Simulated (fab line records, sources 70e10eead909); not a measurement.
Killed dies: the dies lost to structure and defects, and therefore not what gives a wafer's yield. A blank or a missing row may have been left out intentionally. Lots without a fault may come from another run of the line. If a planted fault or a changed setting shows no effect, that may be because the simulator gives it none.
Which tool did it?    flow nand-harc    Sampling: 24 lots, 72 wafers, 6 of 1159 route steps

## WHAT EACH GAUGE READ, for each wafer
No reading from a measuring or inspecting step in the record can be judged against a usual standard deviation.

## TOOL THAT RAN EACH LOT (tool first, then ch and the chambers of the sampled wafers, then the start)
lot   NHARC_A_CHANNEL_HOLE_D1_STRIP_27               NHARC_A_CHANNEL_HOLE_D1_XSEM_31  NHARC_A_CHANNEL_FILL_D1_ALD_15                  NHARC_A_CHANNEL_FILL_D1_ALD_16    NHARC_A_CHANNEL_FILL_D1_ETCHBACK_08          NHARC_A_CHANNEL_FILL_D1_STRIP_29
L075  rie-diel-11 ch 0,3, day 8 17:35 or earlier     xsem-01 ch 0, day 8 17:35        ald-sin-batch-02 ch 0, day 9 07:34 or earlier   ald-hk-03 ch 0,1,2, day 9 07:34   rie-diel-13 ch 0,1, no start                 rie-diel-13 ch 0,1,2, no start
L074  rie-diel-11 ch 0,1, day 8 21:44 or earlier     xsem-01 ch 0, day 8 21:44        ald-sin-batch-01 ch 0, day 9 12:32 or earlier   ald-hk-03 ch 0,1,2, day 9 12:32   rie-diel-13 ch 0,1, no start                 rie-diel-13 ch 0,3, no start
L077  rie-diel-09 ch 1,2,3, day 9 05:23 or earlier   xsem-01 ch 0, day 9 05:23        ald-sin-batch-02 ch 0, day 9 20:01 or earlier   ald-hk-02 ch 1,2,3, day 9 20:01   rie-diel-08 ch 0,1,2, no start               rie-diel-08 ch 0,1, no start
L076  rie-diel-04 ch 1,3, day 9 05:22 or earlier     xsem-02 ch 0, day 9 05:22        ald-sin-batch-02 ch 0, day 9 19:51 or earlier   ald-hk-02 ch 0,1, day 9 19:51     rie-diel-13 ch 0,2,3, no start               rie-diel-13 ch 1,2,3, no start
L078  rie-diel-11 ch 0,1,2, day 9 09:23 or earlier   xsem-02 ch 0, day 9 09:23        ald-sin-batch-02 ch 0, day 9 20:12 or earlier   ald-hk-02 ch 0,2,3, day 9 20:12   rie-diel-08 ch 1,2,3, no start               rie-diel-08 ch 0,1,3, no start
L079  rie-diel-11 ch 0,1,2, day 9 13:56 or earlier   xsem-01 ch 0, day 9 13:56        ald-sin-batch-02 ch 0, day 10 02:28 or earlier  ald-hk-02 ch 1,3, day 10 02:28    rie-diel-13 ch 0,2,3, no start               rie-diel-13 ch 1,2,3, no start
L080  rie-diel-04 ch 0,1,2, day 10 05:40 or earlier  xsem-02 ch 0, day 10 05:40       ald-sin-batch-01 ch 0, day 10 18:03 or earlier  ald-hk-03 ch 0,2,3, day 10 18:03  rie-diel-13 ch 1,2,3, no start               rie-diel-13 ch 1,2,3, no start
L081  rie-diel-09 ch 1,2, day 10 05:55 or earlier    xsem-01 ch 0, day 10 05:55       ald-sin-batch-01 ch 0, day 10 18:03 or earlier  ald-hk-02 ch 0,2, day 10 18:03    rie-diel-08 ch 0,1,3, no start               rie-diel-08 ch 1,3, no start
L082  rie-diel-11 ch 0,3, day 10 15:29 or earlier    xsem-02 ch 0, day 10 15:29       ald-sin-batch-02 ch 0, day 11 04:49 or earlier  ald-hk-01 ch 2,3, day 11 04:49    rie-diel-08 ch 0,2, day 12 12:13 or earlier  rie-diel-08 ch 0,1, day 12 12:13
L083  rie-diel-04 ch 1,3, day 10 15:37 or earlier    xsem-01 ch 0, day 10 15:37       ald-sin-batch-02 ch 0, day 11 04:47 or earlier  ald-hk-02 ch 1,3, day 11 04:47    rie-diel-01 ch 0,2,3, no start               rie-diel-01 ch 1,3, no start
L084  rie-diel-11 ch 0,1,3, day 10 19:41 or earlier  xsem-02 ch 0, day 10 19:41       ald-sin-batch-03 ch 0, day 11 11:22 or earlier  ald-hk-03 ch 0,3, day 11 11:22    rie-diel-08 ch 1,2,3, no start               rie-diel-08 ch 0,3, no start
L087  rie-diel-11 ch 1,2,3, day 11 16:53 or earlier  xsem-01 ch 0, day 11 16:53       ald-sin-batch-02 ch 0, day 12 08:37 or earlier  ald-hk-01 ch 1,2,3, day 12 08:37  rie-diel-13 ch 0,2, day 13 15:43 or earlier  rie-diel-13 ch 0,2,3, day 13 15:43
L085  rie-diel-04 ch 0,1,2, day 11 17:04 or earlier  xsem-02 ch 0, day 11 17:04       ald-sin-batch-02 ch 0, day 12 08:25 or earlier  ald-hk-01 ch 1,2, day 12 08:25    rie-diel-01 ch 1,2,3, no start               rie-diel-01 ch 0,1,3, no start
L086  rie-diel-04 ch 1,2,3, day 11 21:02 or earlier  xsem-01 ch 0, day 11 21:02       ald-sin-batch-03 ch 0, day 12 10:26 or earlier  ald-hk-01 ch 1,2,3, day 12 10:26  rie-diel-01 ch 1,2,3, no start               rie-diel-01 ch 1,2,3, no start
L089  rie-diel-11 ch 0,1,3, day 12 06:53 or earlier  xsem-02 ch 0, day 12 06:53       ald-sin-batch-03 ch 0, day 12 20:57 or earlier  ald-hk-03 ch 1,3, day 12 20:57    rie-diel-08 ch 0,3, no start                 rie-diel-08 ch 0,2, no start
L088  rie-diel-09 ch 1,2, day 12 08:00 or earlier    xsem-01 ch 0, day 12 08:00       ald-sin-batch-03 ch 0, day 12 20:56 or earlier  ald-hk-01 ch 0,2,3, day 12 20:56  rie-diel-08 ch 1,2,3, no start               rie-diel-08 ch 0,1,2, no start
L091  rie-diel-04 ch 0,2,3, day 12 12:56 or earlier  xsem-02 ch 0, day 12 12:56       ald-sin-batch-01 ch 0, day 13 01:35 or earlier  ald-hk-03 ch 0,1,2, day 13 01:35  rie-diel-13 ch 0,1,2, no start               rie-diel-13 ch 0,1,3, no start
L090  rie-diel-11 ch 1,2,3, day 12 13:15 or earlier  xsem-01 ch 0, day 12 13:15       ald-sin-batch-01 ch 0, day 13 01:27 or earlier  ald-hk-03 ch 0,2,3, day 13 01:27  rie-diel-13 ch 0,1,2, no start               rie-diel-13 ch 0,1,2, no start
L092  rie-diel-11 ch 0,1,2, day 13 00:10 or earlier  xsem-02 ch 0, day 13 00:10       ald-sin-batch-03 ch 0, day 13 13:41 or earlier  ald-hk-02 ch 0,1, day 13 13:41    rie-diel-13 ch 1,2, no start                 rie-diel-13 ch 0,1,2, no start
L093  rie-diel-04 ch 0,1,3, day 13 11:49 or earlier  xsem-01 ch 0, day 13 11:49       ald-sin-batch-02 ch 0, day 14 04:53 or earlier  ald-hk-01 ch 0,1, day 14 04:53    rie-diel-13 ch 0,1, no start                 rie-diel-13 ch 2,3, no start
L094  rie-diel-04 ch 2,3, day 13 15:29 or earlier    xsem-01 ch 0, day 13 15:29       ald-sin-batch-02 ch 0, day 14 05:01 or earlier  ald-hk-02 ch 0,2,3, day 14 05:01  rie-diel-01 ch 0,3, no start                 rie-diel-01 ch 0,2,3, no start
L096  rie-diel-11 ch 1,2,3, day 13 19:44 or earlier  xsem-01 ch 0, day 13 19:44       ald-sin-batch-01 ch 0, day 14 10:13 or earlier  ald-hk-03 ch 0,1,3, day 14 10:13  rie-diel-08 ch 1,2,3, no start               rie-diel-08 ch 0,2,3, no start
L095  rie-diel-11 ch 0,1,2, day 13 21:28 or earlier  xsem-01 ch 0, day 13 21:28       ald-sin-batch-01 ch 0, day 14 10:23 or earlier  ald-hk-03 ch 0,2,3, day 14 10:23  rie-diel-08 ch 0,2,3, no start               rie-diel-08 ch 0,2,3, no start
L097  rie-diel-11 ch 0,1,2, day 14 07:19 or earlier  xsem-02 ch 0, day 14 07:19       ald-sin-batch-02 ch 0, day 14 21:09 or earlier  ald-hk-02 ch 2,3, day 14 21:09    rie-diel-13 ch 0,1,3, no start               rie-diel-13 ch 1,3, no start
- NHARC_A_CHANNEL_HOLE_D1_STRIP_27: strips in O2.
- NHARC_A_CHANNEL_HOLE_D1_XSEM_31
- NHARC_A_CHANNEL_FILL_D1_ALD_15: deposits SiNx, target thk 2 nm, pulse time 60 s, ald cycles 19.
- NHARC_A_CHANNEL_FILL_D1_ALD_16: deposits SiO2, target thk 1.5 nm, pulse time 10 s, ald cycles 15.
- NHARC_A_CHANNEL_FILL_D1_ETCHBACK_08: etches the open film in C4F8, target depth 220 nm, time 110 s.
- NHARC_A_CHANNEL_FILL_D1_STRIP_29: strips in O2, time 20 s.

## AS READ BY THE TOOLS THEMSELVES (means over the sampled wafers that have a number; for cases with no such wafer, the mark the record gives instead)
NHARC_A_CHANNEL_HOLE_D1_STRIP_27. Usual: drypump-motor-current-A 5.9 A, standard deviation 0.38; mfc-ar-sccm 0.012 sccm, standard deviation 0.015; oes-product-au 1.001 a.u., standard deviation 0.0072; rf-vpp-V 57.8 V, standard deviation 0.93; showerhead-plenum-p-Torr 3.52 Torr, standard deviation 0.13; throttle-valve-pct 17.035 %, standard deviation 0.0092.
lot   tool         drypump-motor-current-A (A)  mfc-ar-sccm (sccm)  oes-product-au (a.u.)  rf-vpp-V (V)  showerhead-plenum-p-Torr (Torr)  throttle-valve-pct (%)  flag
L075  rie-diel-11  5.9                          0.008               0.995                  57.8          3.48                             17.037                  
L074  rie-diel-11  6.1                          0.003               1.001                  57.2          3.48                             17.035                  
L077  rie-diel-09  5.5                          0.012               0.996                  58.5          3.61                             17.040                  
L076  rie-diel-04  5.6                          0.000               1.001                  58.1          3.56                             17.033                  
L078  rie-diel-11  6.1                          0.003               0.996                  58.4          3.54                             17.037                  
L079  rie-diel-11  6.1                          0.003               0.997                  57.4          3.54                             17.026                  
L080  rie-diel-04  5.8                          0.025               1.002                  57.0          3.53                             17.035                  
L081  rie-diel-09  5.4                          0.023               0.999                  58.4          3.61                             17.033                  
L082  rie-diel-11  5.9                          0.008               1.010                  57.1          3.47                             17.036                  
L083  rie-diel-04  5.6                          0.000               0.994                  59.2          3.56                             17.034                  
L084  rie-diel-11  6.1                          0.011               1.007                  56.4          3.41                             17.035                  
L087  rie-diel-11  6.1                          0.011               1.001                  58.1          3.48                             17.035                  
L085  rie-diel-04  5.7                          0.025               1.000                  57.8          3.53                             17.035                  
L086  rie-diel-04  5.8                          0.013               0.998                  57.9          3.56                             17.030                  
L089  rie-diel-11  6.1                          0.011               1.006                  57.3          3.41                             17.035                  
L088  rie-diel-09  5.5                          0.012               0.994                  58.3          3.66                             17.029                  
L091  rie-diel-04  5.9                          0.025               0.999                  57.7          3.58                             17.033                  
L090  rie-diel-11  6.1                          0.011               0.993                  57.6          3.48                             17.038                  
L092  rie-diel-11  6.1                          0.003               1.005                  57.7          3.54                             17.040                  
L093  rie-diel-04  5.6                          0.012               1.001                  57.7          3.52                             17.038                  
L094  rie-diel-04  6.1                          0.027               1.004                  57.2          3.62                             17.036                  
L096  rie-diel-11  6.1                          0.011               1.001                  58.1          3.48                             17.036                  
L095  rie-diel-11  6.1                          0.003               0.996                  57.5          3.53                             17.036                  
L097  rie-diel-11  6.1                          0.003               1.005                  57.9          3.53                             17.041                  

NHARC_A_CHANNEL_HOLE_D1_XSEM_31. Usual: bot-cd-nm 74.5 nm, standard deviation 1.1; bow-nm 8.56 nm, standard deviation 0.25; tilt-deg 0.06 degrees, standard deviation 0.045.
lot   tool     bot-cd-nm (nm)  bow-nm (nm)  tilt-deg (degrees)  flag
L075  xsem-01  75.4            8.56         0.02                
L074  xsem-01  75.6            8.43         0.06                
L077  xsem-01  73.8            8.28         0.06                
L076  xsem-02  74.5            8.32         0.02                
L078  xsem-02  75.1            8.73         -0.03               
L079  xsem-01  73.4            8.78         0.04                
L080  xsem-02  75.3            8.98         0.10                
L081  xsem-01  73.3            8.23         0.07                
L082  xsem-02  74.2            8.35         0.01                
L083  xsem-01  73.6            8.85         0.07                
L084  xsem-02  74.2            8.12         0.05                
L087  xsem-01  75.0            8.53         0.03                
L085  xsem-02  73.9            8.53         0.07                
L086  xsem-01  73.7            8.62         0.02                
L089  xsem-02  73.4            8.42         0.18                
L088  xsem-01  75.8            9.13         0.02                
L091  xsem-02  74.5            8.36         0.08                
L090  xsem-01  75.5            8.67         0.02                
L092  xsem-02  73.9            8.81         0.02                
L093  xsem-01  74.0            8.66         0.04                
L094  xsem-01  74.5            8.58         0.17                
L096  xsem-01  74.8            8.72         0.06                
L095  xsem-01  75.7            8.20         0.07                
L097  xsem-02  75.0            8.52         0.06                

NHARC_A_CHANNEL_FILL_D1_ALD_15. Usual: precursor-pulse-height-rel reads 0.999 (standard deviation 0.018).
lot   tool              precursor-pulse-height-rel  flag
L075  ald-sin-batch-02  0.988                       
L074  ald-sin-batch-01  1.003                       
L077  ald-sin-batch-02  1.000                       
L076  ald-sin-batch-02  0.982                       
L078  ald-sin-batch-02  1.025                       
L079  ald-sin-batch-02  0.986                       
L080  ald-sin-batch-01  1.002                       
L081  ald-sin-batch-01  1.008                       
L082  ald-sin-batch-02  1.014                       
L083  ald-sin-batch-02  1.008                       
L084  ald-sin-batch-03  0.995                       
L087  ald-sin-batch-02  0.992                       
L085  ald-sin-batch-02  1.020                       
L086  ald-sin-batch-03  0.996                       
L089  ald-sin-batch-03  1.001                       
L088  ald-sin-batch-03  1.006                       
L091  ald-sin-batch-01  0.995                       
L090  ald-sin-batch-01  0.988                       
L092  ald-sin-batch-03  1.006                       
L093  ald-sin-batch-02  0.993                       
L094  ald-sin-batch-02  0.988                       
L096  ald-sin-batch-01  0.985                       
L095  ald-sin-batch-01  1.007                       
L097  ald-sin-batch-02  0.989                       

NHARC_A_CHANNEL_FILL_D1_ALD_16. Usual: heater-power-w 463 W, standard deviation 51; precursor-pulse-height-rel 1.002, standard deviation 0.02.
lot   tool       heater-power-w (W)  precursor-pulse-height-rel  flag
L075  ald-hk-03  417                 1.006                       
L074  ald-hk-03  412                 0.995                       
L077  ald-hk-02  457                 1.010                       
L076  ald-hk-02  523                 0.982                       
L078  ald-hk-02  489                 0.994                       
L079  ald-hk-02  410                 0.992                       
L080  ald-hk-03  446                 0.995                       
L081  ald-hk-02  519                 1.024                       
L082  ald-hk-01  480                 1.013                       
L083  ald-hk-02  442                 0.996                       
L084  ald-hk-03  420                 1.001                       
L087  ald-hk-01  485                 1.026                       
L085  ald-hk-01  501                 1.004                       
L086  ald-hk-01  487                 0.994                       
L089  ald-hk-03  451                 1.007                       
L088  ald-hk-01  458                 1.003                       
L091  ald-hk-03  419                 0.999                       
L090  ald-hk-03  448                 1.025                       
L092  ald-hk-02  482                 1.014                       
L093  ald-hk-01  508                 1.011                       
L094  ald-hk-02  473                 0.983                       
L096  ald-hk-03  444                 0.991                       
L095  ald-hk-03  448                 1.007                       
L097  ald-hk-02  438                 0.977                       

NHARC_A_CHANNEL_FILL_D1_ETCHBACK_08. Usual: oes-product-au 0.96 a.u., standard deviation 0.038; rf-fwd-power-W 595.9 W, standard deviation 1.9; rf-vpp-V 440.3 V, standard deviation 3.
lot   tool         oes-product-au (a.u.)  rf-fwd-power-W (W)  rf-vpp-V (V)  flag
L075  rie-diel-13  1.01                   594.8               438.0         
L074  rie-diel-13  0.92                   594.8               438.1         
L077  rie-diel-08  0.92                   595.1               440.7         
L076  rie-diel-13  1.00                   594.8               439.5         
L078  rie-diel-08  0.93                   596.4               440.7         
L079  rie-diel-13  0.93                   596.4               440.1         
L080  rie-diel-13  0.93                   595.5               438.8         
L081  rie-diel-08  0.92                   597.3               441.1         
L082  rie-diel-08  0.92                   596.5               442.5         
L083  rie-diel-01  0.92                   594.9               441.0         
L084  rie-diel-08  0.93                   597.5               441.3         
L087  rie-diel-13  1.01                   597.1               438.2         
L085  rie-diel-01  0.92                   595.9               441.4         
L086  rie-diel-01  0.93                   597.3               441.5         
L089  rie-diel-08  0.99                   596.1               441.7         
L088  rie-diel-08  1.00                   594.2               441.4         
L091  rie-diel-13  0.92                   595.8               439.2         
L090  rie-diel-13  0.99                   596.2               438.5         
L092  rie-diel-13  0.97                   594.2               436.7         
L093  rie-diel-13  1.01                   594.8               438.6         
L094  rie-diel-01  1.01                   596.7               439.0         
L096  rie-diel-08  1.00                   594.7               440.8         
L095  rie-diel-08  1.00                   595.6               442.6         
L097  rie-diel-13  0.92                   596.4               439.8         

NHARC_A_CHANNEL_FILL_D1_STRIP_29. Usual: drypump-motor-current-A 5.6 A, standard deviation 0.55; mfc-ar-sccm 0.005 sccm, standard deviation 0.0066; oes-product-au 0.998 a.u., standard deviation 0.0069; rf-vpp-V 57.6 V, standard deviation 0.93; showerhead-plenum-p-Torr 3.51 Torr, standard deviation 0.16; throttle-valve-pct 17.037 %, standard deviation 0.011.
lot   tool         drypump-motor-current-A (A)  mfc-ar-sccm (sccm)  oes-product-au (a.u.)  rf-vpp-V (V)  showerhead-plenum-p-Torr (Torr)  throttle-valve-pct (%)  flag
L075  rie-diel-13  4.9                          0.008               0.997                  57.2          3.39                             17.036                  
L074  rie-diel-13  5.0                          0.004               0.997                  57.2          3.51                             17.029                  
L077  rie-diel-08  6.0                          0.000               0.997                  57.3          3.38                             17.037                  
L076  rie-diel-13  5.3                          0.012               0.996                  58.2          3.43                             17.033                  
L078  rie-diel-08  6.0                          0.000               0.996                  57.1          3.52                             17.032                  
L079  rie-diel-13  5.3                          0.012               1.002                  57.2          3.43                             17.035                  
L080  rie-diel-13  5.3                          0.012               0.994                  58.1          3.43                             17.034                  
L081  rie-diel-08  5.7                          0.000               1.004                  58.3          3.59                             17.034                  
L082  rie-diel-08  6.0                          0.000               0.993                  57.5          3.38                             17.029                  
L083  rie-diel-01  5.8                          0.000               1.003                  57.0          3.55                             17.041                  
L084  rie-diel-08  6.2                          0.000               0.999                  58.4          3.60                             17.043                  
L087  rie-diel-13  5.1                          0.010               0.999                  58.3          3.47                             17.028                  
L085  rie-diel-01  5.9                          0.005               0.996                  58.0          3.52                             17.046                  
L086  rie-diel-01  5.8                          0.000               1.000                  57.9          3.55                             17.047                  
L089  rie-diel-08  6.4                          0.000               1.006                  58.5          3.59                             17.043                  
L088  rie-diel-08  6.2                          0.000               0.999                  57.1          3.51                             17.033                  
L091  rie-diel-13  5.1                          0.006               0.998                  57.5          3.47                             17.035                  
L090  rie-diel-13  4.9                          0.008               1.000                  56.6          3.39                             17.042                  
L092  rie-diel-13  4.9                          0.008               0.988                  57.5          3.39                             17.031                  
L093  rie-diel-13  5.3                          0.016               0.995                  57.5          3.43                             17.045                  
L094  rie-diel-01  5.9                          0.005               0.994                  58.2          3.52                             17.027                  
L096  rie-diel-08  6.1                          0.000               1.000                  57.5          3.65                             17.043                  
L095  rie-diel-08  6.1                          0.000               0.998                  57.5          3.65                             17.034                  
L097  rie-diel-13  5.5                          0.011               0.986                  58.2          3.52                             17.040                  

## THE ANSWER, worked out from the rows above alone
Rule: lot off if the mean of its wafers having a number is beyond 3 standard deviations from the usual mean. Also off: a lot with no number at a reading for which 4 or more lots have one. Any other lot the step has rows for is counted as sound. The gauges are gone through in route order, then the tools' own readings, and for those a lot's mean is taken as printed above. At the first step where some lot is off, the reading lying furthest off is the one used; lots without a number count as furthest.
No lot is off at any reading shown: from this, nothing can be told.

## WHAT WAS PUT IN BY THE SIMULATOR
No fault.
